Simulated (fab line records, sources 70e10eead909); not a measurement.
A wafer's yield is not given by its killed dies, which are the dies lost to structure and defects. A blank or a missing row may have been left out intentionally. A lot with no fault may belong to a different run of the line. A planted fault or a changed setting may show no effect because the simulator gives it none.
fab line records    flow nand-harc
record lots=5  wafers=15  last-day=24
route steps=1159 shown A_SGD_CUT@751 END@1159
lots that met no fault: from a run of the same line without faults
start-h: hours from the record's opening day to when the first of the lot's shown wafers began    wait-h: how many hours have passed since the lot's step before this one    " same as the row above    L1.1+2: one row covering several wafers at once    - no value, or no start given    * or withheld: withheld    < > ~ a bound
route shown NAME@n: NAME is a module with steps in the file, n the number in the route of the first one    usual: mean and standard deviation over wafers with no fault    same: alike in all rows    chamber/n: place in a boat    sites: the reading at each site    _std_site: the standard deviation of these    _edge_site: the outer-site mean with the inner-site mean subtracted    radius-mm: for every site, how far away it sits from the centre of the wafer    mask NAME#n: copy n    behind: tool/chamber where the wafer was last shaped    hold: what put the lot on hold/how long, in hours/how the hold closed    device: the transistor (n, p or np) that didn't switch    end of line: the same wafers' tests at the end of the route    a step given without rows: its recipe and nothing more    killed: the dies lost at the first sort to structure and to defects; this is not the yield of the wafer    map: shows each die of a wafer: x if killed, . if not, _ if none is there
set.NAME: the run value of the setting; set.NAME@STEP: its run value at that earlier step    model.NAME: the simulator's own value behind a step, which no gauge read
lots seen at some steps along the route; tables by step, rows by wafer
services: when a tool's chamber went out of use (start-h, in hours from the record's first day, below 0 if earlier), for how many hours, and the reason
## steps
# step NHARC_A_SGD_CUT_COAT_57
# recipe temp-c=225  time-s=65
# step NHARC_A_SGD_CUT_COAT_03
# recipe spin-rpm=1500  resist-thk-nm=90
# step NHARC_A_SGD_CUT_SOFTBAKE_04
# recipe temp-c=105  time-s=55
# step NHARC_A_SGD_CUT_EBR_05
# step NHARC_A_SGD_CUT_EXPOSE_06
# recipe na=1.35  dose-mj=85.59  mask-id=SGD
# step NHARC_A_SGD_CUT_PEB_07
# recipe peb-temp-c=100  peb-time-s=65
# step NHARC_A_SGD_CUT_DEVELOP_08
# recipe develop-time-s=35  dev-temp-c=23
# step NHARC_A_SGD_CUT_CD_MEAS_09
# recipe target-cd-nm=100  landing-energy-ev=500
# usual cd-nm=99.8/0.52
# same landing-energy-ev=500
lot.wafer  tool       chamber  start-h  wait-h  cd-nm
L159.3     cd-sem-01  0        323.59   -       100.0
L159.4     "          0        "        "       100.6
L159.6     "          0        "        "       100.5
L164.1     cd-sem-01  0        362.73   -       100.4
L164.2     "          0        "        "       99.8
L164.4     "          0        "        "       100.2
L172.1     cd-sem-01  0        407.09   -       99.4
L172.3     "          0        "        "       99.7
L172.4     "          0        "        "       100.0
L176.4     cd-sem-01  0        433.03   -       100.1
L176.5     "          0        "        "       100.3
L176.6     "          0        "        "       100.0
L177.1     cd-sem-03  0        435.80   -       100.0
L177.4     "          0        "        "       100.1
L177.5     "          0        "        "       99.6
# step NHARC_A_SGD_CUT_OVL_MEAS_10
# usual overlay-x-nm=-0.2/0.9  overlay-y-nm=0.0/0.92
lot.wafer  tool        chamber  start-h  wait-h  overlay-x-nm  overlay-y-nm
L159.3     overlay-02  -        323.69   -       -0.7          1.1
L159.4     "           -        "        "       -1.6          1.4
L159.6     "           -        "        "       -1.2          1.6
L164.1     overlay-01  -        362.82   -       -0.5          1.0
L164.2     "           -        "        "       -0.4          0.5
L164.4     "           -        "        "       -0.3          1.0
L172.1     overlay-01  -        407.18   -       0.0           -0.9
L172.3     "           -        "        "       0.1           -0.5
L172.4     "           -        "        "       0.0           -0.9
L176.4     overlay-01  -        433.11   -       -0.3          -0.4
L176.5     "           -        "        "       -0.4          -0.7
L176.6     "           -        "        "       0.0           -0.4
L177.1     overlay-02  -        435.89   -       -0.2          -0.8
L177.4     "           -        "        "       -0.6          -0.3
L177.5     "           -        "        "       -0.9          -0.3
# step NHARC_A_SGD_CUT_INSPECT_11
# usual raw-defect-count=18/8.5
lot.wafer  tool               chamber  start-h  wait-h  raw-defect-count
L159.3     defect-inspect-02  -        323.73   0.0     5
L159.4     "                  -        "        "       10
L159.6     "                  -        "        "       7
L164.1     defect-inspect-01  -        362.86   0.0     10
L164.2     "                  -        "        "       13
L164.4     "                  -        "        "       6
L172.1     defect-inspect-01  -        407.22   0.0     22
L172.3     "                  -        "        "       17
L172.4     "                  -        "        "       12
L176.4     defect-inspect-02  -        433.15   0.0     26
L176.5     "                  -        "        "       21
L176.6     "                  -        "        "       36
L177.1     defect-inspect-02  -        435.93   0.0     23
L177.4     "                  -        "        "       21
L177.5     "                  -        "        "       20
# step NHARC_A_SGD_CUT_DESCUM_14
# recipe time-s=3  o2-flow-sccm=200  ar-flow-sccm=0  bias-power-w=0  chemistry=O2
# usual drypump-motor-current-A=5.9/0.48  o2-flow-sccm=200.0/0.6  oes-product-au=1.004/0.01  rf-vpp-V=57.8/0.96  showerhead-plenum-p-Torr=1.95/0.093  throttle-valve-pct=11.312/0.0086
lot.wafer  tool         chamber  start-h  wait-h  drypump-motor-current-A  o2-flow-sccm  oes-product-au  rf-hours-counter-h  rf-vpp-V  showerhead-plenum-p-Torr  throttle-valve-pct
L159.3     rie-diel-05  1        323.79   0.1     5.8                      200.0         1.001           13                  56.8      1.93                      11.301
L159.4     "            3        "        "       6.4                      200.4         1.005           18                  57.2      2.05                      11.302
L159.6     "            2        "        "       6.3                      199.0         0.986           -                   57.7      2.04                      11.313
L164.2     rie-diel-13  3        362.92   0.1     5.1                      199.6         0.993           5                   59.1      2.05                      11.309
L164.1     "            2        "        "       5.7                      200.8         1.004           5                   57.4      1.80                      11.311
L164.4     "            3        "        "       5.1                      199.0         0.989           -                   58.3      2.05                      11.313
L172.4     rie-diel-05  3        407.28   0.1     6.3                      200.0         1.013           6                   57.7      2.05                      11.314
L172.3     "            0        "        "       5.2                      199.4         1.001           6                   57.3      1.78                      11.309
L172.1     "            1        "        "       5.9                      199.6         1.005           8                   57.4      1.93                      11.321
L176.4     rie-diel-06  0        433.23   0.1     6.4                      201.3         1.007           0                   57.5      1.93                      11.320
L176.6     "            1        "        "       5.4                      199.4         1.018           -                   59.0      1.98                      11.294
L176.5     "            2        "        "       6.0                      200.7         1.014           -                   56.2      1.90                      11.319
L177.4     rie-diel-06  2        436.00   0.1     6.0                      200.7         1.015           1                   58.0      1.90                      11.301
L177.1     "            0        "        "       6.4                      199.6         1.009           1                   57.8      1.93                      11.328
L177.5     "            1        "        "       5.3                      199.6         1.019           -                   58.1      1.98                      11.308
# step NHARC_A_SGD_CUT_ETCH_58
# recipe target-depth-a=390  over-etch-frac=0.3  time-s=65  ion-energy-ev=80  cf4-flow-sccm=150  ar-flow-sccm=0  rf-w=300  bias-w=100  chemistry=CF4
# usual drypump-motor-current-A=5.9/0.48  oes-product-au=1.003/0.01  rf-vpp-V=151.5/1.3  run-length-s=86.5/0.46  showerhead-plenum-p-Torr=1.79/0.082  throttle-valve-pct=13.282/0.0098
lot.wafer  tool         chamber  start-h  wait-h  drypump-motor-current-A  oes-product-au  rf-hours-counter-h  rf-vpp-V  run-length-s  showerhead-plenum-p-Torr  throttle-valve-pct
L159.4     rie-diel-05  1        323.88   0.1     5.9                      1.000           13                  151.6     86.8          1.78                      13.268
L159.3     "            2        "        "       6.3                      0.980           16                  151.4     86.6          1.87                      13.304
L159.6     "            0        "        "       5.2                      1.003           -                   149.4     86.8          1.65                      13.289
L164.1     rie-diel-13  3        363.05   0.1     5.1                      0.999           5                   155.0     85.3          1.88                      13.286
L164.2     "            2        "        "       5.8                      0.999           5                   149.5     85.9          1.67                      13.281
L164.4     "            2        "        "       5.8                      1.007           -                   150.5     86.0          1.67                      13.267
L172.4     rie-diel-05  3        407.37   0.1     6.4                      1.004           6                   153.8     86.7          1.89                      13.292
L172.1     "            0        "        "       5.2                      1.011           6                   149.7     86.7          1.65                      13.284
L172.3     "            2        "        "       6.3                      0.996           7                   152.6     86.6          1.87                      13.288
L176.4     rie-diel-06  3        433.30   0.1     6.3                      0.993           0                   151.7     86.0          1.83                      13.271
L176.6     "            1        "        "       5.3                      1.007           -                   153.3     86.2          1.83                      13.285
L176.5     "            2        "        "       6.0                      1.009           -                   150.9     86.1          1.75                      13.284
L177.1     rie-diel-06  1        436.07   0.1     5.4                      1.007           1                   151.8     85.9          1.83                      13.266
L177.4     "            0        "        "       6.3                      0.994           1                   152.2     85.8          1.78                      13.281
L177.5     "            1        "        "       5.3                      1.009           -                   152.8     86.0          1.83                      13.285
# step NHARC_A_SGD_CUT_ETCH_59
# recipe target-depth-a=2600  over-etch-frac=0.25  time-s=406.25  ion-energy-ev=200  n2-flow-sccm=150  h2-flow-sccm=150  ar-flow-sccm=0  rf-w=400  bias-w=150  chemistry=N2/H2
# usual drypump-motor-current-A=5.9/0.47  n2-flow-sccm=150.0/0.46  oes-product-au=1.004/0.011  rf-vpp-V=431.7/3  run-length-s=427.8/0.46  showerhead-plenum-p-Torr=2.08/0.1  throttle-valve-pct=14.171/0.0089
lot.wafer  tool         chamber  start-h  wait-h  drypump-motor-current-A  n2-flow-sccm  oes-product-au  rf-hours-counter-h  rf-vpp-V  run-length-s  showerhead-plenum-p-Torr  throttle-valve-pct
L159.3     rie-diel-05  2        323.99   -       6.4                      150.5         0.982           16                  433.1     427.9         2.17                      14.178
L159.4     "            3        "        "       6.4                      149.4         1.008           18                  433.6     427.9         2.19                      14.186
L159.6     "            2        "        "       6.4                      150.4         0.983           -                   434.1     428.3         2.17                      14.160
L164.1     rie-diel-13  2        363.18   0.1     5.8                      149.5         0.996           5                   425.5     427.3         1.91                      14.159
L164.2     "            3        "        "       5.1                      150.1         0.996           5                   435.7     426.6         2.19                      14.162
L164.4     "            2        "        "       5.7                      150.1         0.997           -                   429.5     427.9         1.91                      14.167
L172.3     rie-diel-05  2        407.46   -       6.3                      150.4         1.005           7                   435.1     428.1         2.17                      14.163
L172.4     "            0        "        "       5.2                      149.7         1.010           6                   427.7     298.7         1.89                      14.165
L172.1     "            1        "        "       5.8                      149.3         1.013           8                   430.4     428.1         2.06                      14.166
L176.4     rie-diel-06  0        433.41   -       6.4                      149.6         1.012           0                   430.5     427.6         2.06                      14.173
L176.6     "            3        "        "       6.3                      150.5         0.993           -                   433.2     427.8         2.12                      14.171
L176.5     "            0        "        "       6.4                      150.2         1.011           -                   430.7     427.5         2.06                      14.173
L177.1     rie-diel-06  3        436.16   -       6.3                      150.1         1.007           1                   433.6     427.7         2.12                      14.169
L177.4     "            0        "        "       6.4                      149.9         1.010           1                   430.8     427.4         2.06                      14.157
L177.5     "            0        "        "       6.4                      150.3         1.000           -                   431.1     427.3         2.06                      14.181
# step NHARC_A_SGD_CUT_ETCH_15
# recipe target-depth-a=750  time-s=64.3  ch3f-flow-sccm=50  o2-flow-sccm=30  ar-flow-sccm=200  rf-w=500  bias-w=100  chemistry=CH3F/O2
# usual drypump-motor-current-A=5.9/0.47  o2-flow-sccm=29.98/0.085  oes-product-au=0.965/0.02  rf-vpp-V=264.4/2  run-length-s=85.8/0.47  showerhead-plenum-p-Torr=2.50/0.11  throttle-valve-pct=20.662/0.0096
lot.wafer  tool         chamber  start-h  wait-h  drypump-motor-current-A  o2-flow-sccm  oes-product-au  rf-hours-counter-h  rf-vpp-V  run-length-s  showerhead-plenum-p-Torr  throttle-valve-pct
L159.3     rie-diel-05  3        -        -       6.4                      30.11         0.990           18                  267.6     86.1          2.63                      20.645
L159.4     "            0        "        "       5.2                      29.96         0.936           13                  260.4     86.4          2.29                      20.662
L159.6     "            1        "        "       5.8                      29.99         0.955           -                   262.7     86.2          2.48                      20.667
L164.2     rie-diel-13  2        363.66   0.4     5.8                      30.11         0.957           5                   261.5     85.5          2.31                      20.677
L164.1     "            3        "        "       5.1                      29.92         0.942           5                   265.3     84.7          2.63                      20.662
L164.4     "            3        "        "       5.1                      29.89         0.937           -                   264.2     84.6          2.62                      20.676
L172.1     rie-diel-05  1        -        -       5.8                      29.92         0.976           8                   263.4     86.3          2.48                      20.673
L172.4     "            2        "        "       6.3                      30.05         0.966           7                   266.9     86.7          2.61                      20.646
L172.3     "            3        "        "       6.4                      29.97         0.959           6                   266.3     86.4          2.63                      20.660
L176.4     rie-diel-06  3        -        -       6.3                      29.93         0.964           1                   264.1     85.1          2.55                      20.654
L176.5     "            0        "        "       6.4                      30.05         1.001           -                   265.1     85.3          2.48                      20.666
L176.6     "            1        "        "       5.4                      30.01         0.972           -                   266.9     85.5          2.55                      20.660
L177.4     rie-diel-06  0        -        -       6.4                      30.08         0.986           1                   264.5     85.5          2.48                      20.659
L177.1     "            1        "        "       5.4                      30.00         0.972           1                   265.6     85.7          2.55                      20.669
L177.5     "            3        "        "       6.3                      29.82         0.971           -                   265.1     85.7          2.55                      20.652
# step NHARC_END_SORT_01
# recipe temp-c=25
# usual killed-at-array=27/11  killed-at-other=0.6/1  killed-at-periphery=3.0/2.1  killed-dies=31/12  killed-open=3.2/1.7  killed-short=1.7/1.4
# same gross-dies=677
lot.wafer  tool       chamber  start-h  wait-h  killed-at-array  killed-at-other  killed-at-periphery  killed-dies  killed-open  killed-short
L172.4     prober-01  0        542.43   3.4     674              1                2                    677          2            2
# killed by level:class
L172.4 A_SGD_CUT:area-etch=636 A_SLIT:chamber-film-flake=20 A_STAIRCASE:chamber-film-flake=8 A_CHANNEL_HOLE_D1:chamber-film-flake=4 A_CONTACT:chamber-film-flake=2 P_M0:geometric-particle:open=1 A_CHANNEL_FILL_D1:geometric-particle:short=1 A_SGD_CUT:geometric-particle:open=1
# map L172.4 (x killed, . not)
____________x____________
_________xxxxxxx_________
_______xxxxxxxxxxx_______
______xxxxxxxxxxxxx______
_____xxxxxxxxxxxxxxx_____
____xxxxxxxxxxxxxxxxx____
____xxxxxxxxxxxxxxxxx____
___xxxxxxxxxxxxxxxxxxx___
___xxxxxxxxxxxxxxxxxxx___
__xxxxxxxxxxxxxxxxxxxxx__
__xxxxxxxxxxxxxxxxxxxxx__
_xxxxxxxxxxxxxxxxxxxxxxx_
_xxxxxxxxxxxxxxxxxxxxxxx_
_xxxxxxxxxxxxxxxxxxxxxxx_
_xxxxxxxxxxxxxxxxxxxxxxx_
_xxxxxxxxxxxxxxxxxxxxxxx_
xxxxxxxxxxxxxxxxxxxxxxxxx
xxxxxxxxxxxxxxxxxxxxxxxxx
xxxxxxxxxxxxxxxxxxxxxxxxx
xxxxxxxxxxxxxxxxxxxxxxxxx
xxxxxxxxxxxxxxxxxxxxxxxxx
_xxxxxxxxxxxxxxxxxxxxxxx_
_xxxxxxxxxxxxxxxxxxxxxxx_
_xxxxxxxxxxxxxxxxxxxxxxx_
_xxxxxxxxxxxxxxxxxxxxxxx_
_xxxxxxxxxxxxxxxxxxxxxxx_
__xxxxxxxxxxxxxxxxxxxxx__
__xxxxxxxxxxxxxxxxxxxxx__
___xxxxxxxxxxxxxxxxxxx___
___xxxxxxxxxxxxxxxxxxx___
____xxxxxxxxxxxxxxxxx____
____xxxxxxxxxxxxxxxxx____
_____xxxxxxxxxxxxxxx_____
______xxxxxxxxxxxxx______
_______xxxxxxxxxxx_______
_________xxxxxxx_________
____________x____________
# map L159.6 (x killed, . not)
____________.____________
_________......._________
_______..........._______
______.............______
_____..............._____
____.................____
____.....x....x......____
___...................___
___...................___
__................x....__
__.....................__
_......................._
_.........x............._
_.....x................._
_.....x................._
_......................._
....x....................
......x.....x..x.x.......
.........................
.........................
..................x......
_......................._
_.......x............x.._
_......................._
_..................x...._
_.................x....._
__.................x...__
__...............xx....__
___................x..___
___...................___
____.............xx..____
____.................____
_____..............._____
______.............______
_______..........._______
_________......._________
____________.____________
## services
tool         chamber  start-h  hours  kind
rie-diel-05  1        305.71   16.6   repair
rie-diel-05  0        319.67   -      clean
rie-diel-05  2        319.67   -      clean
rie-diel-05  3        319.67   -      clean
rie-diel-06  0        323.72   -      clean
rie-diel-06  1        323.72   -      clean
rie-diel-06  2        323.72   -      clean
rie-diel-06  3        323.72   -      clean
rie-diel-13  1        333.44   30.3   repair
rie-diel-05  -        340.67   9.0    pm
rie-diel-05  0        340.67   9.0    vent-cycle
rie-diel-05  1        340.67   9.0    vent-cycle
rie-diel-05  2        340.67   9.0    vent-cycle
rie-diel-05  3        340.67   9.0    vent-cycle
rie-diel-06  2        341.90   8.8    repair
rie-diel-06  1        343.08   5.3    repair
rie-diel-06  0        348.36   -      clean
rie-diel-06  0        353.39   3.1    repair
rie-diel-06  2        360.25   8.9    repair
rie-diel-13  0        362.54   4.0    repair
rie-diel-13  0        375.92   8.1    repair
rie-diel-13  0        390.10   5.0    repair
rie-diel-13  -        415.69   22.2   repair
rie-diel-06  -        418.20   9.0    pm
## key
first-sign step=NHARC_A_SGD_CUT_ETCH_59  reading=run-length-s  direction=down  sigmas=99+  usual=*  struck=*
effect step=NHARC_END_SORT_01  reading=killed-at-array  direction=up  sigmas=57  usual=27  struck=674
more-kills-born-at NHARC_A_SGD_CUT_ETCH_59@rie-diel-05=636
met-at NHARC_A_SGD_CUT_ETCH_59
struck-wafers L172.4
later-rows-left-out L172.4
tester-left-out L172
fault kind=process-parameter-drift  tool=rie-diel-05  chamber=0  onset-h=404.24  steps=NHARC_A_SGD_CUT_ETCH_59  channel=time-s  offset=*  shape=step  end-h=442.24  acts-in=*  stated=*
# tester-left-out: of these lots the tester's yield and bins aren't shown, on N5 and GAA mostly nor the transistor test; their killed dies are dies lost to structure and defects alone, not to doping, threshold or leakage, so they don't give the yield
# later-rows-left-out: the simulator's readings of these wafers behind a module that went badly wrong aren't trusted and aren't shown, but for the sort
